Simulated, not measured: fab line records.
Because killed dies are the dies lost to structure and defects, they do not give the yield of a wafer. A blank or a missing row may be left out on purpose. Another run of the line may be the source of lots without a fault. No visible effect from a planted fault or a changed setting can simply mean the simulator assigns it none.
Which tool was responsible? ; flow n5Finfet ; 72 wafers from 24 lots sampled at 3 of the route's 1938 steps

## WHAT THE GAUGES READ, wafer by wafer
N5_DUMMY_GATE_INSPECT_17: inspects for defects (brightfield).
lot;measured;on;rawDefectCount
L074;day 3 04:07;defectInspect-02;271 203 253
L075;day 3 05:49;defectInspect-01;202 211 310
L076;day 3 13:04;defectInspect-01;275 257 197
L077;day 4 00:07;defectInspect-01;114 167 80
L078;day 4 00:19;defectInspect-01;204 243 200
L079;day 4 10:04;defectInspect-02;200 330 272
L080;day 4 12:58;defectInspect-02;247 153 235
L081;day 4 17:54;defectInspect-02;246 246 188
L082;day 4 22:01;defectInspect-01;154 250 250
L083;day 5 08:06;defectInspect-02;232 220 207
L084;day 5 14:15;defectInspect-02;232 210 303
L085;day 5 16:00;defectInspect-01;227 124 166
L086;day 5 23:47;defectInspect-02;196 275 234
L087;day 6 03:22;defectInspect-02;251 194 190
L088;day 6 09:56;defectInspect-01;220 173 216
L089;day 6 16:46;defectInspect-01;165 192 132
L090;day 6 21:42;defectInspect-02;198 137 236
L091;day 7 06:29;defectInspect-02;323 283 212
L092;day 7 10:14;defectInspect-01;156 199 236
L093;day 7 20:03;defectInspect-01;237 218 199
L094;day 8 00:53;defectInspect-02;200 299 267
L095;day 8 05:57;defectInspect-01;226 257 118
L096;day 8 11:31;defectInspect-02;258 180 167
L097;day 8 16:53;defectInspect-01;338 237 230

## EACH LOT AND THE TOOL THAT RAN IT (in order: tool; ch and the chambers of the sampled wafers; start)
lot;N5_DUMMY_GATE_ALD_02;N5_DUMMY_GATE_CMP_04
L074;aldSin-02 ch 0,1,3, day 2 19:35;cmp-03 ch 0,1, day 2 23:26
L075;aldSin-04 ch 2,3, day 2 19:47;cmp-01 ch 0,3, day 3 01:06
L076;aldSin-03 ch 0,1,3, day 3 04:34;cmp-01 ch 0,2, day 3 08:25
L077;aldSin-02 ch 2,3, day 3 15:31;cmp-01 ch 0,1,3, day 3 19:25
L078;aldSin-02 ch 0,1,3, day 3 15:43;cmp-03 ch 0,1,2, day 3 19:35
L079;aldSin-02 ch 1,2, day 4 01:28;cmp-04 ch 1,2,3, day 4 05:22
L080;aldSin-04 ch 0,1, day 4 04:22;cmp-04 ch 2,3, day 4 08:15
L081;aldSin-03 ch 0,2, day 4 09:20;cmp-03 ch 0,3, day 4 13:14
L082;aldSin-04 ch 0,1,2, day 4 13:31;cmp-03 ch 2,3, day 4 17:21
L083;aldSin-03 ch 0,1,2, day 4 23:36;cmp-01 ch 0,1,2, day 5 03:28
L084;aldSin-02 ch 0,2,3, day 5 05:47;cmp-04 ch 1,2,3, day 5 09:37
L085;aldSin-04 ch 2,3, day 5 07:10;cmp-01 ch 0,1, day 5 11:22
L086;aldSin-02 ch 0,1,3, day 5 15:19;cmp-03 ch 0,2,3, day 5 19:10
L087;aldSin-04 ch 0,1,2, day 5 18:46;cmp-01 ch 0,1,2, day 5 22:40
L088;aldSin-03 ch 0,2,3, day 6 01:20;cmp-01 ch 0,2,3, day 6 05:11
L089;aldSin-04 ch 1,3, day 6 08:17;cmp-04 ch 0,2,3, day 6 12:09
L090;aldSin-04 ch 0,2, day 6 13:05;cmp-04 ch 0,3, day 6 16:56
L091;aldSin-04 ch 0,2,3, day 6 19:56;cmp-04 ch 1,3, day 6 23:48
L092;aldSin-04 ch 0,1, day 7 01:37;cmp-03 ch 0,3, day 7 05:28
L093;aldSin-04 ch 0,2,3, day 7 07:47;cmp-03 ch 0,2,3, day 7 13:30
L094;aldSin-02 ch 0,3, day 7 12:31;cmp-01 ch 0,1, day 7 18:12
L095;aldSin-02 ch 0,1, day 7 19:29;cmp-01 ch 2,3, day 8 01:11
L096;aldSin-04 ch 0,1, day 8 02:54;cmp-01 ch 0,1,3, day 8 06:48
L097;aldSin-03 ch 0,1,3, day 8 06:35;cmp-03 ch 0,1, day 8 12:15
- N5_DUMMY_GATE_ALD_02: deposits SiO2, target thk 2 nm, pulse time 1 s.
- N5_DUMMY_GATE_CMP_04: polishes a-Si.

## WHAT THE TOOLS THEMSELVES READ (means of the sampled wafers that have a number; where no wafer has one, the mark that the record gives instead)
N5_DUMMY_GATE_ALD_02.
lot;tool;heaterPowerW (W);precursorPulseHeightRel
L074;aldSin-02;459;1.009
L075;aldSin-04;429;0.996
L076;aldSin-03;470;0.997
L077;aldSin-02;446;1.006
L078;aldSin-02;460;0.997
L079;aldSin-02;466;1.000
L080;aldSin-04;498;0.995
L081;aldSin-03;468;1.016
L082;aldSin-04;476;1.004
L083;aldSin-03;475;1.004
L084;aldSin-02;463;1.001
L085;aldSin-04;436;1.010
L086;aldSin-02;453;0.990
L087;aldSin-04;472;0.988
L088;aldSin-03;462;1.006
L089;aldSin-04;451;1.007
L090;aldSin-04;457;1.022
L091;aldSin-04;462;0.983
L092;aldSin-04;497;0.989
L093;aldSin-04;463;0.985
L094;aldSin-02;434;1.000
L095;aldSin-02;512;0.992
L096;aldSin-04;499;0.996
L097;aldSin-03;478;0.995

N5_DUMMY_GATE_CMP_04.
lot;tool;motorCurrentA (A);timeToEndpointS (s)
L074;cmp-03;9.7;13.3
L075;cmp-01;8.6;15.9
L076;cmp-01;8.5;18.0
L077;cmp-01;9.5;15.9
L078;cmp-03;9.0;13.6
L079;cmp-04;9.0;13.7
L080;cmp-04;8.6;14.2
L081;cmp-03;10.7;13.6
L082;cmp-03;9.4;17.8
L083;cmp-01;8.8;13.6
L084;cmp-04;8.7;10.4
L085;cmp-01;8.5;13.5
L086;cmp-03;9.3;15.2
L087;cmp-01;9.2;14.4
L088;cmp-01;9.0;13.3
L089;cmp-04;9.4;15.1
L090;cmp-04;10.4;15.8
L091;cmp-04;8.6;11.4
L092;cmp-03;9.3;14.8
L093;cmp-03;9.1;13.9
L094;cmp-01;9.3;14.6
L095;cmp-01;10.1;15.3
L096;cmp-01;9.5;14.0
L097;cmp-03;10.1;13.5

## THE ANSWER, worked out from the rows above alone
Rule: the lots themselves supply what counts as usual. Put in order of their means at a reading, lots are off if they are a third of the lots or fewer, leave a main group of 4 or more, and stand apart from it by a gap of 3 or more times the standard deviation of the main group's means; of several such gaps the widest counts. A main group whose means are all the same, to the digits that the tables above print for the reading, isn't used. Also off: a lot with no number at a reading for which 4 or more lots have one. All remaining lots with rows at the step are treated as sound. After the gauges, taken in route order, come the tools' own readings; for these a lot's mean is taken, as printed above. At the first step where some lot is off, the reading lying furthest off is the one used; lots without a number count as furthest.
No lot is off at any reading shown: from this, nothing can be told.

## WHAT THE SIMULATOR HAD PUT IN
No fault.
